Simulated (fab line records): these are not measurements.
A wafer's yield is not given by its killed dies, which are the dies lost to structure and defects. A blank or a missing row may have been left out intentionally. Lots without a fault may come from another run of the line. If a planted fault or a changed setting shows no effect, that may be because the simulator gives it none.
Chamber matching	flow n5-finfet	4 sister chambers for N5_STI_FIN_REVEAL_ALD_00 on ald-sin-02
The step deposits SiO2, target thk 1 nm, pulse time 1 s. 8 wafers are shown with their chamber, then 9 later ones without.

## WAFERS PAIRED WITH THEIR CHAMBERS
wafer	chamber	heater-power-outer-w (W)	heater-power-w (W)
L076.3	2	268	479
L078.2	2	272	471
L078.4	3	227	410
L079.3	1	279	485
L079.5	1	288	471
L080.1	0	250	437
L080.5	0	251	430
L080.6	3	228	409

## WAFERS WHOSE CHAMBER IS MISSING
wafer	heater-power-outer-w (W)	heater-power-w (W)
L085.2	290	500
L085.5	284	474
L085.6	267	467
L087.3	282	478
L087.4	261	476
L087.6	248	435
L090.3	251	441
L090.5	265	470
L090.6	288	472

## WHICH CHAMBER EACH WENT THROUGH
wafer	from the rows above	in truth
L085.2	1	1
L085.5	1	1
L085.6	2	2
L087.3	1	1
L087.4	2	2
L087.6	0	0
L090.3	0	0
L090.5	2	2
L090.6	1	1
Placed correctly: 9 of 9. Number that these rows cannot place: 0. 0 placed wrongly.
How it was worked out, from the rows above alone: a wafer's distance from a chamber is the root of the sum, over the readings, of the square of ((its reading less the chamber's mean) divided by the reading's scatter). If the next closest chamber is less than 2 further off than the closest, the wafer can't be placed; otherwise it belongs to the closest. A chamber's mean is the mean of its shown wafers. The scatter: the root of (the sum of the squares of (reading less its chamber's mean) over the shown wafers, divided by (wafers less chambers)).
